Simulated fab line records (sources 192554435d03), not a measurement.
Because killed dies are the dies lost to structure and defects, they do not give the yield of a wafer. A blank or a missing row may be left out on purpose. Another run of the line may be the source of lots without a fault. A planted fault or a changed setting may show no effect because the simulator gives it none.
Split-lot experiment    flow n5Finfet    21 wafers read from 7 lots, route of 1938 steps

## THE SPLIT ITSELF
At N5_BEOL_M15_PEB_26 (peb time 90 s), the setting pebTempC was moved away from the recipe's 130 C on 7 of the 21 wafers read, by -2.2% to +2.8%. For the rest of the wafers, this setting stayed at what the recipe calls for.

## FROM THE SPLIT TO THE READING: what the file shows between them, 2 steps
- N5_BEOL_M15_DEVELOP_27: develop time 45 s
- N5_BEOL_M15_HARDBAKE_32: time 120 s

## THE READING
cdNm (nm) at N5_BEOL_M15_CD_MEAS_28, where the cd target is 407.6 nm. Typical for fault-free wafers on this fab line: 408.0 nm, with standard deviation 1.9 nm.

wafer   tool, chamber at the split  pebTempC as run, C  against the recipe  cdNm, nm  against lot-mates on the recipe
L074.1  lithoTrack-03, 0            130                 recipe              405.3     -
L074.5  lithoTrack-03, 0            128.7               -1.0%               400.2     -5.8
L074.6  lithoTrack-03, 0            130                 recipe              406.7     -
L076.4  lithoTrack-03, 0            130                 recipe              405.6     -
L076.5  lithoTrack-03, 0            132                 +1.5%               413.2     +7.2
L076.6  lithoTrack-03, 0            130                 recipe              406.3     -
L081.3  lithoTrack-05, 0            130                 recipe              407.7     -
L081.5  lithoTrack-05, 0            130                 recipe              407.5     -
L081.6  lithoTrack-05, 0            127.6               -1.8%               395.3     -12.3
L086.1  lithoTrack-04, 0            130                 recipe              406.7     -
L086.3  lithoTrack-04, 0            130                 recipe              406.1     -
L086.6  lithoTrack-04, 0            130                 recipe              407.4     -
L089.1  lithoTrack-05, 0            130                 recipe              405.7     -
L089.2  lithoTrack-05, 0            130                 recipe              406.8     -
L089.4  lithoTrack-05, 0            130                 recipe              405.4     -
L090.1  lithoTrack-04, 0            127.2               -2.2%               394.1     no lot-mate on the recipe
L090.3  lithoTrack-04, 0            127.2               -2.2%               393.6     no lot-mate on the recipe
L090.5  lithoTrack-04, 0            127.2               -2.2%               394.4     no lot-mate on the recipe
L091.2  lithoTrack-03, 0            130                 recipe              408.6     -
L091.4  lithoTrack-03, 0            133.7               +2.8%               424.0     +15.1
L091.5  lithoTrack-03, 0            130                 recipe              409.2     -

THE FIT
A straight line over all 21 wafers: cdNm changes by +5.84 nm for each +1% of pebTempC; r = +0.99; the points scatter about the line by 1.2 nm.
The same after taking each lot's own level away (the mean of its wafers on the recipe; 18 wafers): +5.58 nm for each +1%; r = +0.99; scatter 0.74 nm.
Per that fit: largest pebTempC move, reading shift of 16 nm.
Across the lots, their own levels run from 405.95 to 408.90 nm, a range of 1.6 times the standard deviation given above.
So the lot-to-lot level changes the slope little: the two slopes agree.
Check: for one of the wafers moved furthest among these (+2.8%), held out of the fit, the line's prediction against its lot-mates is +16.4 nm. It came out at +15.1 nm against them.

## FURTHER SPLITS ON THESE WAFERS
Before the reading, these wafers also passed through other splits. Each is held against what the fit with the lots' levels taken away leaves over:
other split on the same wafers  wafers away from the commonest value  r with cdNm (lot level and that fit taken away)
N5_BEOL_M12_SPUTTER_44 timeS    4                                     -0.22
N5_BEOL_M13_EXPOSE_07 doseMj    8                                     -0.35
N5_BEOL_M14_PEB_26 pebTempC     8                                     -0.12
N5_BEOL_M14_ETCH_68 timeS       5                                     -0.13

## THE WHOLE CHAIN: every reading that the file lists as answering this split, in the file's order
step                    what it does                                                reading                                                         change (the file's fit)               r (the file's)
N5_BEOL_M15_CD_MEAS_28  target cd 407.6 nm                                          cdNm                                                            +5.55 nm for each +1% of the setting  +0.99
N5_BEOL_M15_DESCUM_33   chemistry O2, time 7.9 s                                    BEOL_M15.cdNm (the simulator's own value, which no gauge read)  +5.58 nm for each +1% of the setting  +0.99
N5_BEOL_M15_ETCH_38     etches SiCN in CF4/N2, target depth 106.4 nm, time 120.5 s  BEOL_M15.cdNm (the simulator's own value, which no gauge read)  +5.54 nm for each +1% of the setting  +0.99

## FILE'S OWN FIT
cdNm changes by +5.55 nm for each +1% of pebTempC, r = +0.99.
